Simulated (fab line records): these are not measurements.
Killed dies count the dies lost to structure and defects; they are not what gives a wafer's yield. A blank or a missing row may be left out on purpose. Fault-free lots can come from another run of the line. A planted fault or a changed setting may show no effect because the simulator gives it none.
Matching of chambers / flow nand harc / NHARC_P_M1_PRE_CLEAN_32 on pecvd-03: 3 sister chambers
The step time 12 s. 3 wafers are shown with their chamber, then 7 later ones without.

WAFERS PAIRED WITH THEIR CHAMBERS
wafer=L205.6; chamber=2; heater power w (W)=649
wafer=L208.1; chamber=0; heater power w (W)=656
wafer=L208.5; chamber=1; heater power w (W)=433

WAFERS WITH NO CHAMBER GIVEN
wafer=L208.6; heater power w (W)=581
wafer=L210.1; heater power w (W)=498
wafer=L210.3; heater power w (W)=588
wafer=L210.6; heater power w (W)=602
wafer=L222.2; heater power w (W)=490
wafer=L222.3; heater power w (W)=643
wafer=L222.6; heater power w (W)=657

THE CHAMBER EACH PASSED THROUGH
wafer=L208.6; from the rows above=can't be placed: 2 or 0 or 1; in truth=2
wafer=L210.1; from the rows above=can't be placed: 1 or 2 or 0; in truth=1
wafer=L210.3; from the rows above=can't be placed: 2 or 0 or 1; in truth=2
wafer=L210.6; from the rows above=can't be placed: 2 or 0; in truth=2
wafer=L222.2; from the rows above=1; in truth=1
wafer=L222.3; from the rows above=can't be placed: 2 or 0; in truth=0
wafer=L222.6; from the rows above=can't be placed: 0 or 2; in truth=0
Correctly placed: 1 of 7. Cannot be placed on the basis of these rows: 6; the candidates contain the true chamber in 6. Number placed wrongly: 0.
How it was worked out, from the rows above alone: a wafer's distance from a chamber is the root of the sum, over the readings, of the square of ((its reading less the chamber's mean) divided by the reading's scatter). The wafer belongs to the nearest chamber; if the next one is less than 2 further off, it can't be placed. The mean given for a chamber averages the wafers shown for that chamber. The scatter: with one shown wafer a chamber, the root of the mean of the squares of how far each hidden wafer lies from its nearest shown one.
